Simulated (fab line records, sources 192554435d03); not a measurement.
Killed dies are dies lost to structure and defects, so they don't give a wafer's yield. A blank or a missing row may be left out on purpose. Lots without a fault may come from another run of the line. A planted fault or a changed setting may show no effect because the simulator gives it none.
Which tool did it? | flow n5_finfet | 12 lots, 36 wafers sampled, at 6 steps of a route of 1938

WHAT THE GAUGES READ, wafer by wafer
N5_PASSIVATION_INSPECT_61: inspects for defects (macro).
lot  | measured     | on                | raw_defect_count
L075 | day 14 00:16 | defect_inspect-01 | 2 4 2
L079 | day 14 01:07 | defect_inspect-01 | 0 1 4
L077 | day 14 14:21 | defect_inspect-02 | 0 3 3
L080 | day 15 03:08 | defect_inspect-02 | 2 4 3
L084 | day 15 11:19 | defect_inspect-01 | 1 1 3
L086 | day 16 02:33 | defect_inspect-02 | 1 1 2
L089 | day 16 22:16 | defect_inspect-01 | 0 3 1
L087 | day 17 04:38 | defect_inspect-01 | 0 4 2
L091 | day 17 17:56 | defect_inspect-02 | 3 4 2
L094 | day 17 17:45 | defect_inspect-02 | 0 3 2
L095 | day 18 06:25 | defect_inspect-01 | 1 3 3
L097 | day 18 20:54 | defect_inspect-01 | 2 2 2

WHICH TOOL RAN EACH LOT (tool, then ch and the chambers of the sampled wafers, then the start)
lot  | N5_BEOL_M15_DEGAS_41         | N5_BEOL_M15_PRE_CLEAN_42     | N5_BEOL_M15_SPUTTER_43       | N5_MIM_TOP_ALD_02                           | N5_MIM_TOP_LITHO_DESCUM_10
L075 | pvd_sputter-03, day 13 13:25 | pvd_sputter-03, day 13 13:27 | pvd_sputter-03, day 13 13:29 | ald_hk-03 ch 1,2, day 13 20:41 or earlier   | rie_diel-03 ch 1,2, day 13 20:41
L079 | pvd_sputter-01, day 13 16:59 | pvd_sputter-01, day 13 17:01 | pvd_sputter-01, day 13 17:04 | ald_hk-03 ch 2,3, day 13 22:44 or earlier   | rie_diel-03 ch 0,1,2, day 13 22:44
L077 | pvd_sputter-01, day 14 05:40 | pvd_sputter-01, day 14 05:43 | pvd_sputter-01, day 14 05:45 | ald_hk-01 ch 2,3, day 14 12:04 or earlier   | rie_diel-03 ch 2,3, day 14 12:04
L080 | pvd_sputter-02, day 14 16:26 | pvd_sputter-02, day 14 16:29 | pvd_sputter-02, day 14 16:31 | ald_hk-03 ch 1,2, day 14 22:17 or earlier   | rie_diel-03 ch 1,2,3, day 14 22:17
L084 | pvd_sputter-01, day 15 04:17 | pvd_sputter-01, day 15 04:19 | pvd_sputter-01, day 15 04:22 | ald_hk-03 ch 1,2,3, day 15 08:55 or earlier | rie_diel-03 ch 0,1,2, day 15 08:55
L086 | pvd_sputter-03, day 15 14:41 | pvd_sputter-03, day 15 14:43 | pvd_sputter-03, day 15 14:46 | ald_hk-02 ch 0,3, day 15 21:20 or earlier   | rie_diel-01 ch 0,1,2, day 15 21:20
L089 | pvd_sputter-02, day 16 10:13 | pvd_sputter-02, day 16 10:16 | pvd_sputter-02, day 16 10:18 | ald_hk-03 ch 0,3, day 16 16:52 or earlier   | rie_diel-06 ch 0,2, day 16 16:52
L087 | pvd_sputter-02, day 16 13:30 | pvd_sputter-02, day 16 13:32 | pvd_sputter-02, day 16 13:35 | ald_hk-01 ch 0,1,3, day 16 22:50 or earlier | rie_diel-06 ch 1,3, day 16 22:50
L091 | pvd_sputter-03, day 17 07:45 | pvd_sputter-03, day 17 08:22 | pvd_sputter-03, day 17 08:24 | ald_hk-02 ch 1,2,3, day 17 15:18 or earlier | rie_diel-03 ch 0,2, day 17 15:18
L094 | pvd_sputter-02, day 17 08:18 | pvd_sputter-02, day 17 08:20 | pvd_sputter-02, day 17 08:23 | ald_hk-01 ch 0,1,2, day 17 15:20 or earlier | rie_diel-06 ch 0,2,3, day 17 15:20
L095 | pvd_sputter-02, day 17 21:35 | pvd_sputter-02, day 17 21:38 | pvd_sputter-02, day 17 21:40 | ald_hk-01 ch 0,3, day 18 03:11 or earlier   | rie_diel-03 ch 1,2,3, day 18 03:11
L097 | pvd_sputter-03, day 18 11:45 | pvd_sputter-03, day 18 11:47 | pvd_sputter-03, day 18 11:50 | ald_hk-03 ch 0,1,3, day 18 17:53 or earlier | rie_diel-03 ch 1,2,3, day 18 17:53
- N5_BEOL_M15_DEGAS_41: time 60 s.
- N5_BEOL_M15_PRE_CLEAN_42: time 30 s.
- N5_BEOL_M15_SPUTTER_43: material TaN, target thk 15 nm, time 24.19 s.
- N5_MIM_TOP_ALD_02: deposits Al2O3, purge time 3 s, co reactant pulse time 3 s.
- N5_MIM_TOP_LITHO_DESCUM_10: chemistry O2, time 7.9 s.

THE ANSWER, worked out from the rows above alone
Rule: what is usual is taken from the lots themselves. Put in order of their means at a reading, lots are off if they are a third of the lots or fewer, leave a main group of 4 or more, and stand apart from it by a gap of 3 or more times the standard deviation of the main group's means; of several such gaps the widest counts. A main group whose means are all the same, to the digits that the tables above print for the reading, isn't used. A lot without any number at a reading at which 4 lots or more have one is off too. The other lots that the step has rows for count as sound.
No lot is off at any reading shown: from this, nothing can be told.

WHAT THE SIMULATOR HAD PUT IN
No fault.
